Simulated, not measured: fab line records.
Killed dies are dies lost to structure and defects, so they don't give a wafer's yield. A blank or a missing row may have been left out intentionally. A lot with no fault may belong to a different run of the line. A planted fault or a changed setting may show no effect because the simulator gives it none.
Matching of chambers :: flow n5-finfet :: N5_BEOL_M0_ETCH_128 on rie-diel-03: 4 sister chambers
The step etches SiCN in CF4/N2, target depth 12 nm, overetch 5.1 nm, time 21.4 s. 24 wafers are shown with their chamber, then 12 later ones without.

## WAFERS PAIRED WITH THEIR CHAMBERS
wafer: L074.4
chamber: 2
showerhead-plenum-p-Torr (Torr): 2.10
throttle-valve-pct (%): 15.42
drypump-motor-current-A (A): 5.9

wafer: L074.5
chamber: 0
showerhead-plenum-p-Torr (Torr): 2.28
throttle-valve-pct (%): 15.16
drypump-motor-current-A (A): 5.8

wafer: L074.6
chamber: 1
showerhead-plenum-p-Torr (Torr): 2.24
throttle-valve-pct (%): 15.32
drypump-motor-current-A (A): 5.7

wafer: L075.1
chamber: 2
showerhead-plenum-p-Torr (Torr): 2.10
throttle-valve-pct (%): 15.41
drypump-motor-current-A (A): 5.8

wafer: L075.2
chamber: 0
showerhead-plenum-p-Torr (Torr): 2.28
throttle-valve-pct (%): 15.16
drypump-motor-current-A (A): 5.8

wafer: L075.6
chamber: 2
showerhead-plenum-p-Torr (Torr): 2.10
throttle-valve-pct (%): 15.40
drypump-motor-current-A (A): 5.9

wafer: L076.3
chamber: 2
showerhead-plenum-p-Torr (Torr): 2.10
throttle-valve-pct (%): 15.41
drypump-motor-current-A (A): 5.9

wafer: L076.4
chamber: 1
showerhead-plenum-p-Torr (Torr): 2.24
throttle-valve-pct (%): 15.31
drypump-motor-current-A (A): 5.8

wafer: L076.5
chamber: 1
showerhead-plenum-p-Torr (Torr): 2.24
throttle-valve-pct (%): 15.31
drypump-motor-current-A (A): 5.8

wafer: L077.2
chamber: 2
showerhead-plenum-p-Torr (Torr): 2.10
throttle-valve-pct (%): 15.42
drypump-motor-current-A (A): 5.9

wafer: L077.3
chamber: 1
showerhead-plenum-p-Torr (Torr): 2.24
throttle-valve-pct (%): 15.33
drypump-motor-current-A (A): 5.8

wafer: L077.6
chamber: 1
showerhead-plenum-p-Torr (Torr): 2.24
throttle-valve-pct (%): 15.33
drypump-motor-current-A (A): 5.8

wafer: L079.3
chamber: 0
showerhead-plenum-p-Torr (Torr): 2.28
throttle-valve-pct (%): 15.16
drypump-motor-current-A (A): 5.8

wafer: L079.4
chamber: 1
showerhead-plenum-p-Torr (Torr): 2.24
throttle-valve-pct (%): 15.32
drypump-motor-current-A (A): 5.8

wafer: L079.6
chamber: 1
showerhead-plenum-p-Torr (Torr): 2.24
throttle-valve-pct (%): 15.33
drypump-motor-current-A (A): 5.7

wafer: L080.1
chamber: 0
showerhead-plenum-p-Torr (Torr): 2.28
throttle-valve-pct (%): 15.17
drypump-motor-current-A (A): 5.8

wafer: L080.4
chamber: 3
showerhead-plenum-p-Torr (Torr): 2.17
throttle-valve-pct (%): 15.31
drypump-motor-current-A (A): 5.5

wafer: L080.5
chamber: 3
showerhead-plenum-p-Torr (Torr): 2.17
throttle-valve-pct (%): 15.32
drypump-motor-current-A (A): 5.5

wafer: L082.1
chamber: 2
showerhead-plenum-p-Torr (Torr): 2.09
throttle-valve-pct (%): 15.43
drypump-motor-current-A (A): 5.8

wafer: L082.2
chamber: 3
showerhead-plenum-p-Torr (Torr): 2.16
throttle-valve-pct (%): 15.34
drypump-motor-current-A (A): 5.5

wafer: L082.3
chamber: 1
showerhead-plenum-p-Torr (Torr): 2.24
throttle-valve-pct (%): 15.34
drypump-motor-current-A (A): 5.8

wafer: L085.3
chamber: 3
showerhead-plenum-p-Torr (Torr): 2.16
throttle-valve-pct (%): 15.33
drypump-motor-current-A (A): 5.5

wafer: L085.4
chamber: 1
showerhead-plenum-p-Torr (Torr): 2.23
throttle-valve-pct (%): 15.37
drypump-motor-current-A (A): 5.7

wafer: L085.6
chamber: 2
showerhead-plenum-p-Torr (Torr): 2.09
throttle-valve-pct (%): 15.45
drypump-motor-current-A (A): 5.9

SIGNATURES, as means of the wafers listed above
reading: showerhead-plenum-p-Torr
chamber 0: 2.2800
chamber 1: 2.2389
chamber 2: 2.0971
chamber 3: 2.1650
scatter within a chamber: 0.00407

reading: throttle-valve-pct
chamber 0: 15.1625
chamber 1: 15.3289
chamber 2: 15.4200
chamber 3: 15.3250
scatter within a chamber: 0.0156

reading: drypump-motor-current-A
chamber 0: 5.800
chamber 1: 5.767
chamber 2: 5.871
chamber 3: 5.500
scatter within a chamber: 0.0414
Rule: distance of a wafer from a chamber = root of the sum over the readings of ((wafer's reading minus chamber's mean) / reading's scatter) squared. If the next closest chamber is less than 2 further off than the closest, the wafer can't be placed; otherwise it belongs to the closest. The scatter is the square root of a quotient: the sum, over the shown wafers, of each reading's squared deviation from its chamber's mean, divided by wafers minus chambers.

## WAFERS WITHOUT THEIR CHAMBER
wafer: L088.3
showerhead-plenum-p-Torr (Torr): 2.23
throttle-valve-pct (%): 15.38
drypump-motor-current-A (A): 5.8

wafer: L088.4
showerhead-plenum-p-Torr (Torr): 2.27
throttle-valve-pct (%): 15.21
drypump-motor-current-A (A): 5.8

wafer: L088.6
showerhead-plenum-p-Torr (Torr): 2.23
throttle-valve-pct (%): 15.37
drypump-motor-current-A (A): 5.8

wafer: L090.2
showerhead-plenum-p-Torr (Torr): 2.16
throttle-valve-pct (%): 15.37
drypump-motor-current-A (A): 5.5

wafer: L090.4
showerhead-plenum-p-Torr (Torr): 2.09
throttle-valve-pct (%): 15.47
drypump-motor-current-A (A): 5.9

wafer: L090.6
showerhead-plenum-p-Torr (Torr): 2.16
throttle-valve-pct (%): 15.36
drypump-motor-current-A (A): 5.5

wafer: L092.2
showerhead-plenum-p-Torr (Torr): 2.16
throttle-valve-pct (%): 15.36
drypump-motor-current-A (A): 5.5

wafer: L092.4
showerhead-plenum-p-Torr (Torr): 2.23
throttle-valve-pct (%): 15.38
drypump-motor-current-A (A): 5.8

wafer: L092.6
showerhead-plenum-p-Torr (Torr): 2.16
throttle-valve-pct (%): 15.36
drypump-motor-current-A (A): 5.5

wafer: L094.1
showerhead-plenum-p-Torr (Torr): 2.35
throttle-valve-pct (%): 15.00
drypump-motor-current-A (A): 5.9

wafer: L094.2
showerhead-plenum-p-Torr (Torr): 2.23
throttle-valve-pct (%): 15.41
drypump-motor-current-A (A): 5.8

wafer: L094.6
showerhead-plenum-p-Torr (Torr): 2.27
throttle-valve-pct (%): 15.24
drypump-motor-current-A (A): 5.8

## THE CHAMBER EACH PASSED THROUGH
wafer: L088.3
from the rows above: 1
in truth: 1

wafer: L088.4
from the rows above: 0
in truth: 0

wafer: L088.6
from the rows above: 1
in truth: 1

wafer: L090.2
from the rows above: 3
in truth: 3

wafer: L090.4
from the rows above: 2
in truth: 2

wafer: L090.6
from the rows above: 3
in truth: 3

wafer: L092.2
from the rows above: 3
in truth: 3

wafer: L092.4
from the rows above: 1
in truth: 1

wafer: L092.6
from the rows above: 3
in truth: 3

wafer: L094.1
from the rows above: 0
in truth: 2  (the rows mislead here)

wafer: L094.2
from the rows above: 1
in truth: 1

wafer: L094.6
from the rows above: 0
in truth: 0
Placed correctly: 11 of 12. Left unplaced by these rows: 0. 1 placed wrongly.
